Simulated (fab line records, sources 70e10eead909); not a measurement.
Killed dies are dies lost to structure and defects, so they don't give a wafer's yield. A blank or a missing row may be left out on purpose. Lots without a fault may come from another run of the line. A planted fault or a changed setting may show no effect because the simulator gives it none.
A struck lot beside a sound one | flow nand_harc | 41 steps out of a route of 1159
Sound: wafers L842.3, L842.4, L842.6. Struck: wafers L852.4, L852.6. (L852.1 of the same lot was not struck and is left out.) The cause comes at the end.
At each step with rows: each side's tool, then ch and its chambers, then its first start. Under that, the readings that differ: sound wafers | struck wafers | difference of the means | sigmas: that difference in standard deviations of wafers without a fault.
alike: readings whose means differ by less than 2 such deviations, and words and numbers that are the same on both sides. not compared: withheld readings, readings that some wafer has no value for, bounds like >300 that may hide the same value, and numbers for which the record gives no deviation and whose values overlap.
The two part at a step that has a row with sigmas, a row that says differs or no value, or rows on one side only. Numbers that don't overlap but have no deviation are shown without sigmas and don't part them. A reading that every wafer of one side lacks parts them only if that side has two wafers or more.

NHARC_A_SGD_CUT_CD_MEAS_09: target cd 100 nm.
  sound on cd_sem-02 ch 0, day 15 06:51; struck on cd_sem-02 ch 0, day 17 17:31
  alike: cd_nm
NHARC_A_SGD_CUT_OVL_MEAS_10:
  sound on overlay-02, day 15 06:56; struck on overlay-01, day 17 17:35
  alike: overlay_x_nm, overlay_y_nm
NHARC_A_SGD_CUT_INSPECT_11:
  sound on defect_inspect-01, day 15 06:58; struck on defect_inspect-02, day 17 17:38
  alike: raw_defect_count
then, 6 steps without rows for these wafers: NHARC_A_SGD_CUT_DESCUM_14 (chemistry O2, time 3 s); NHARC_A_SGD_CUT_ETCH_58 (etches the open film in CF4, target depth 39 nm, time 65 s); NHARC_A_SGD_CUT_ETCH_59 (etches the open film in N2/H2, target depth 260 nm, time 406.25 s); NHARC_A_SGD_CUT_ETCH_15 (etches the open film in CH3F/O2, target depth 75 nm, time 64.3 s); NHARC_A_SGD_CUT_ETCH_16 (etches the open film in C4F8/O2/Ar, target depth 310.5 nm, time 155.2 s); NHARC_A_SGD_CUT_STRIP_60 (strips in C4F8/O2/Ar).
NHARC_A_SGD_CUT_STRIP_17: strips in O2.
  sound on rie_diel-04 ch 2,3; struck on rie_diel-04 ch 2,3
  alike: drypump_motor_current_A, oes_product_au, rf_vpp_V, showerhead_plenum_p_Torr, throttle_valve_pct
  not compared: rf_hours_counter_h
then, 2 steps without rows for these wafers: NHARC_A_SGD_CUT_PRECLEAN_18 (cleans in SC1); NHARC_A_SGD_CUT_SRD_19.
NHARC_A_SGD_CUT_DEP_20: deposits SiO2, target thk 150 nm.
  sound on fcvd-01 ch 0,1, day 15 08:13; struck on fcvd-01 ch 0,1, day 17 18:50
then, 1 step without rows for these wafers: NHARC_A_SGD_CUT_ANNEAL_27 (time 1800 s).
NHARC_A_SGD_CUT_CMP_21: polishes, target thk 148.19 nm.
  sound on cmp-01 ch 1,2,3, day 15 12:31; struck on cmp-03 ch 1,3, day 17 22:17
  alike: motor_current_A, time_to_endpoint_s
NHARC_A_SGD_CUT_THK_MEAS_22: measures by ellipsometry.
  sound on film_metro-01, day 15 12:45; struck on film_metro-01, day 17 22:32
  alike: thk_nm
then, 5 steps without rows for these wafers: NHARC_A_SGD_CUT_SRD_23; NHARC_A_SGD_CUT_ETCH_26 (etches SiO2 in dHF, target depth 45.8 nm); NHARC_A_SGD_CUT_ETCHBACK_24 (etches the open film in CH3F/O2, target depth 50 nm, time 92.857 s); NHARC_A_SGD_CUT_STRIP_28 (strips in O2, time 20 s); NHARC_A_SLIT_DEP_25 (deposits SiO2, target thk 200 nm).
NHARC_A_SLIT_DEP_00: deposits aC, target thk 3200 nm.
  sound on acl_dep-03 ch 0, day 15 14:52; struck on acl_dep-02 ch 0, day 18 05:01
  alike: throttle_valve_pct
then, 9 steps without rows for these wafers: NHARC_A_SLIT_DEP_23 (deposits SiON, target thk 100 nm); NHARC_A_SLIT_DEHYDRATE_01 (time 120 s); NHARC_A_SLIT_HMDS_02 (time 30 s); NHARC_A_SLIT_COAT_03 (resist thk 90 nm); NHARC_A_SLIT_SOFTBAKE_04 (time 55 s); NHARC_A_SLIT_EBR_05; NHARC_A_SLIT_EXPOSE_06 (exposes mask SLIT); NHARC_A_SLIT_PEB_07 (peb time 65 s); NHARC_A_SLIT_DEVELOP_08 (develop time 35 s).
NHARC_A_SLIT_CD_MEAS_09: target cd 300 nm.
  sound on cd_sem-02 ch 0, day 15 16:53; struck on cd_sem-01 ch 0, day 18 07:40
  alike: cd_nm
NHARC_A_SLIT_OVL_MEAS_10:
  sound on overlay-01, day 15 16:59; struck on overlay-02, day 18 07:46
  alike: overlay_x_nm, overlay_y_nm
NHARC_A_SLIT_DESCUM_14: chemistry O2, time 3 s.
  sound on rie_diel-10 ch 0,2, day 15 17:05; struck on rie_diel-10 ch 2, day 18 07:51
  alike: drypump_motor_current_A, oes_product_au, rf_vpp_V, showerhead_plenum_p_Torr, throttle_valve_pct
  not compared: rf_hours_counter_h
then, 1 step without rows for these wafers: NHARC_A_SLIT_ETCH_24 (etches the open film in CF4/CHF3, target depth 121 nm, time 60.5 s).
NHARC_A_SLIT_ETCH_15: etches the open film in O2/COS, target depth 3200 nm, time 832 s.
  sound on rie_diel-10 ch 0,2,3; struck on rie_diel-10 ch 0
  alike: cos_flow_sccm, drypump_motor_current_A, oes_product_au, rf_fwd_power_W, rf_vpp_V, showerhead_plenum_p_Torr, throttle_valve_pct
  not compared: rf_hours_counter_h
then, 4 steps without rows for these wafers: NHARC_A_SLIT_ETCH_17 (etches the open film in C4F8/O2/Ar, time 1687.5 s, target depth 10100 nm); NHARC_A_SLIT_ETCH_26 (etches the open film in C4F8/O2/Ar, time 90 s, target depth 400 nm); NHARC_A_SLIT_STRIP_28 (strips in O2/COS); NHARC_A_SLIT_ETCH_29 (etches the open film in CF4/O2, target depth 100 nm, overetch 10 nm, time 55 s).
-- the record jumps here: 5 days lie between the struck wafers' starts before and after (it left off in module A_SLIT and takes up again in module END, whose first step shown is number 1159 of the route) --
NHARC_END_SORT_01:
  the record has rows for the struck wafers here (prober-02 ch 0, day 23 05:41) and none for the sound ones

WHERE THEY PART
Only at NHARC_END_SORT_01, within this record.

WHY: what the simulator had put in
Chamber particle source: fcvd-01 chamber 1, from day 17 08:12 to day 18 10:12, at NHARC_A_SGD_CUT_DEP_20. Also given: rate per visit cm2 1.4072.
